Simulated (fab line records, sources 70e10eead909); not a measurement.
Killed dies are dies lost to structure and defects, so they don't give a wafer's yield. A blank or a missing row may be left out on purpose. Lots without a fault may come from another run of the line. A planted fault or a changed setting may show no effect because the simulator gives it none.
Which tool did it? | flow nand_harc | 11 lots, 33 wafers sampled, at 6 steps of a route of 1302

WHAT THE GAUGES READ, wafer by wafer
NHARC_P_M1_CD_MEAS_09: target cd 130 nm.
lot  | measured     | on        | cd_nm (nm)
L320 | day 6 05:22  | cd_sem-01 | 129.9 129.8 129.9
L321 | day 6 22:08  | cd_sem-03 | 129.6 130.0 129.5
L323 | day 7 07:56  | cd_sem-03 | 129.8 129.9 129.6
L326 | day 8 14:50  | cd_sem-02 | 130.3 130.2 130.3
L328 | day 9 09:19  | cd_sem-01 | 130.3 130.3 130.0
L327 | day 9 09:52  | cd_sem-01 | 129.8 130.5 130.3
L332 | day 11 02:36 | cd_sem-02 | 127.8 128.2 128.1
L337 | day 13 13:12 | cd_sem-03 | 128.5 128.7 128.4
L339 | day 13 23:02 | cd_sem-02 | 129.6 129.7 130.1
L340 | day 14 13:34 | cd_sem-01 | 129.8 129.1 129.5
L342 | day 15 16:40 | cd_sem-01 | 130.3 129.8 129.8

NHARC_END_SORT_01.
lot  | measured     | on        | defect_limited_yield (%) | killed_at_array | killed_at_other | killed_at_periphery | killed_dies | killed_open | killed_short | sort_bin_2_pct (%) | sort_bin_3_pct (%) | sort_bin_4_pct (%) | sort_n_pass | sort_rim_yield_pct (%) | sort_yield_pct (%)
L321 | day 24 19:07 | prober-02 | 95.7 97.6 95.0           | 26 14 31        | 2 0 1           | 1 2 2               | 29 16 34    | 4 0 5       | 6 1 1        | 1.6 0.6 2.2        | 0 0.1 0.1          | 2.7 1.6 2.7        | 648 661 643 | 97 99 95               | 95.7 97.6 95.0
L326 | day 26 05:13 | prober-01 | 91.3 91.7 93.2           | 52 52 40        | 1 0 0           | 6 4 6               | 59 56 46    | 5 4 1       | 4 2 0        | 3.0 2.5 2.1        | 0.6 0.9 1.3        | 5.2 4.9 3.4        | 618 621 631 | 97 99 95               | 91.3 91.7 93.2
L332 | day 29 21:13 | prober-02 | 85.4 86.9 83.5           | 95 87 100       | 3 0 5           | 1 2 7               | 99 89 112   | 4 5 5       | 5 3 4        | 5.2 5.0 5.6        | 1.3 0.7 1.0        | 8.1 7.4 9.9        | 578 588 565 | 87 88 89               | 85.4 86.9 83.5
L339 | day 31 21:01 | prober-01 | 88.0 89.8 88.5           | 78 62 70        | 0 0 0           | 3 7 8               | 81 69 78    | 2 4 1       | 3 1 1        | 4.9 3.2 4.0        | 0.4 0.4 1.3        | 6.6 6.5 6.2        | 596 608 599 | 88 86 93               | 88.0 89.8 88.5

WHICH TOOL RAN EACH LOT (tool, then ch and the chambers of the sampled wafers, then the start)
lot  | NHARC_P_M0_DESCUM_14               | NHARC_P_M0_PRE_CLEAN_31         | NHARC_P_M0_DEP_32               | NHARC_P_M1_EXPOSE_06
L320 | rie_diel-09 ch 0,2,3, day 6 01:26  | pecvd-01 ch 0,1,2, day 6 04:12  | pecvd-01 ch 0,1,2, day 6 04:22  | arfi_scanner-01 ch 0, day 6 05:14
L321 | rie_diel-08 ch 0,2, day 6 18:17    | pecvd-02 ch 1,2, day 6 20:51    | pecvd-02 ch 1,2, day 6 20:58    | arfi_scanner-03 ch 0, day 6 22:00
L323 | rie_diel-08 ch 0,2,3, day 7 04:04  | pecvd-03 ch 0,1,2, day 7 06:37  | pecvd-03 ch 0,1,2, day 7 06:41  | arfi_scanner-01 ch 0, day 7 07:48
L326 | rie_diel-08 ch 2, day 8 10:51      | pecvd-01 ch 1,2, day 8 13:31    | pecvd-01 ch 1,2, day 8 13:36    | arfi_scanner-01 ch 0, day 8 14:42
L328 | rie_diel-01 ch 0,1,3, day 9 05:31  | pecvd-01 ch 1,2, day 9 08:07    | pecvd-01 ch 1,2, day 9 08:11    | arfi_scanner-01 ch 0, day 9 09:10
L327 | rie_diel-01 ch 0,2,3, day 9 05:58  | pecvd-01 ch 0,1,2, day 9 08:41  | pecvd-01 ch 0,1,2, day 9 08:46  | arfi_scanner-01 ch 0, day 9 09:43
L332 | rie_diel-08 ch 0,2, day 10 22:42   | pecvd-03 ch 0,1, day 11 01:16   | pecvd-03 ch 0,1, day 11 01:25   | arfi_scanner-01 ch 0, day 11 02:28
L337 | rie_diel-01 ch 0,2,3, day 13 09:20 | pecvd-02 ch 0,1,2, day 13 11:53 | pecvd-02 ch 0,1,2, day 13 11:59 | arfi_scanner-01 ch 0, day 13 13:04
L339 | rie_diel-01 ch 2,3, day 13 19:18   | pecvd-03 ch 0,1,2, day 13 21:52 | pecvd-03 ch 0,1,2, day 13 21:58 | arfi_scanner-03 ch 0, day 13 22:55
L340 | rie_diel-08 ch 0,3, day 14 09:04   | pecvd-02 ch 0,2, day 14 12:15   | pecvd-02 ch 0,2, day 14 12:23   | arfi_scanner-02 ch 0, day 14 13:25
L342 | rie_diel-08 ch 0,1,2, day 15 12:44 | pecvd-01 ch 0,1,2, day 15 15:20 | pecvd-01 ch 0,1,2, day 15 15:25 | arfi_scanner-03 ch 0, day 15 16:31
- NHARC_P_M0_DESCUM_14: chemistry O2, time 3 s.
- NHARC_P_M0_PRE_CLEAN_31: time 12 s.
- NHARC_P_M0_DEP_32: deposits SiCN, target thk 30 nm.
- NHARC_P_M1_EXPOSE_06: exposes mask P M1, target cd 130 nm.

WHAT THE TOOLS THEMSELVES READ (means of the sampled wafers that have a number; where no wafer has one, the mark that the record gives instead)
NHARC_P_M0_DESCUM_14.
lot  | tool        | chamber_pressure_mTorr (mTorr) | drypump_motor_current_A (A) | oes_product_au (a.u.) | rf_vpp_V (V) | showerhead_plenum_p_Torr (Torr) | throttle_valve_pct (%)
L320 | rie_diel-09 | 60.01                          | 6.2                         | 1.006                 | 57.1         | 1.85                            | 11.313
L321 | rie_diel-08 | 59.98                          | 5.8                         | 1.003                 | 58.8         | 2.02                            | 11.311
L323 | rie_diel-08 | 60.04                          | 5.8                         | 0.990                 | 57.8         | 2.01                            | 11.303
L326 | rie_diel-08 | 60.00                          | 5.6                         | 1.011                 | 58.7         | 2.02                            | 11.308
L328 | rie_diel-01 | 60.01                          | 5.6                         | 1.005                 | 58.3         | 1.89                            | 11.319
L327 | rie_diel-01 | 59.97                          | 5.7                         | 1.007                 | 57.9         | 1.83                            | 11.309
L332 | rie_diel-08 | 59.99                          | 5.7                         | 1.004                 | 59.2         | 2.01                            | 11.306
L337 | rie_diel-01 | 60.00                          | 5.6                         | 0.995                 | 57.8         | 1.93                            | 11.317
L339 | rie_diel-01 | 60.00                          | 5.9                         | 1.008                 | 57.6         | 1.90                            | 11.311
L340 | rie_diel-08 | 60.02                          | 5.9                         | 1.003                 | 58.1         | 2.00                            | 11.300
L342 | rie_diel-08 | 59.99                          | 5.9                         | 0.996                 | 57.6         | 1.95                            | 11.314

NHARC_P_M0_PRE_CLEAN_31.
lot  | tool     | heater_power_w (W)
L320 | pecvd-01 | 641
L321 | pecvd-02 | 540
L323 | pecvd-03 | 678
L326 | pecvd-01 | 581
L328 | pecvd-01 | 602
L327 | pecvd-01 | 569
L332 | pecvd-03 | 673
L337 | pecvd-02 | 574
L339 | pecvd-03 | 649
L340 | pecvd-02 | 571
L342 | pecvd-01 | 605

NHARC_P_M0_DEP_32.
lot  | tool     | heater_power_w (W)
L320 | pecvd-01 | 565
L321 | pecvd-02 | 528
L323 | pecvd-03 | 608
L326 | pecvd-01 | 515
L328 | pecvd-01 | 605
L327 | pecvd-01 | 553
L332 | pecvd-03 | 604
L337 | pecvd-02 | 520
L339 | pecvd-03 | 666
L340 | pecvd-02 | 484
L342 | pecvd-01 | 570

NHARC_P_M1_EXPOSE_06.
lot  | tool            | exposure_dose_mJ_cm2
L320 | arfi_scanner-01 | 81.90
L321 | arfi_scanner-03 | 81.75
L323 | arfi_scanner-01 | 81.79
L326 | arfi_scanner-01 | 81.75
L328 | arfi_scanner-01 | 81.77
L327 | arfi_scanner-01 | 81.78
L332 | arfi_scanner-01 | 78.24
L337 | arfi_scanner-01 | 78.99
L339 | arfi_scanner-03 | 81.70
L340 | arfi_scanner-02 | 81.72
L342 | arfi_scanner-03 | 81.74

THE ANSWER, worked out from the rows above alone
Rule: what is usual is taken from the lots themselves. Put in order of their means at a reading, lots are off if they are a third of the lots or fewer, leave a main group of 4 or more, and stand apart from it by a gap of 3 or more times the standard deviation of the main group's means; of several such gaps the widest counts. A main group whose means are all the same, to the digits that the tables above print for the reading, isn't used. A lot without any number at a reading at which 4 lots or more have one is off too. The other lots that the step has rows for count as sound. The gauges are gone through in route order, then the tools' own readings, and for those a lot's mean is taken as printed above. The first step at which some lot is off is used, and at that step the reading that is off furthest; a lot without a number counts as furthest.
Off: L332, L337, at NHARC_P_M1_CD_MEAS_09 (cd_nm). The main group: mean 129.9 nm, standard deviation 0.25.
A tool fits if, at a process step before that reading, it ran every lot that is off, and no sound lot after the first of them. The gauges at NHARC_P_M1_CD_MEAS_09 aren't tried: what is off there is off at NHARC_P_M1_EXPOSE_06 too, on other tools, and a gauge's error can't cause that. One fits: arfi_scanner-01 at NHARC_P_M1_EXPOSE_06. Its last sound lot is L327 (day 9 09:43), its first lot that is off L332 (day 11 02:28): a fault that began between those two fits.
The tool's own readings at NHARC_P_M1_EXPOSE_06 bear it out: on the lots that are off they differ by more than 5 times the standard deviation of the sound lots' means. exposure_dose_mJ_cm2 reads 78.61 there against 81.77 on the sound lots.

WHAT THE SIMULATOR HAD PUT IN
Process parameter drift: arfi_scanner-01, from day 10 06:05 on, at NHARC_P_M1_EXPOSE_06. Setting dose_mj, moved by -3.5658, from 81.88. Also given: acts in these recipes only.
Lots struck among those shown: L332, L337. The rule above found the same.
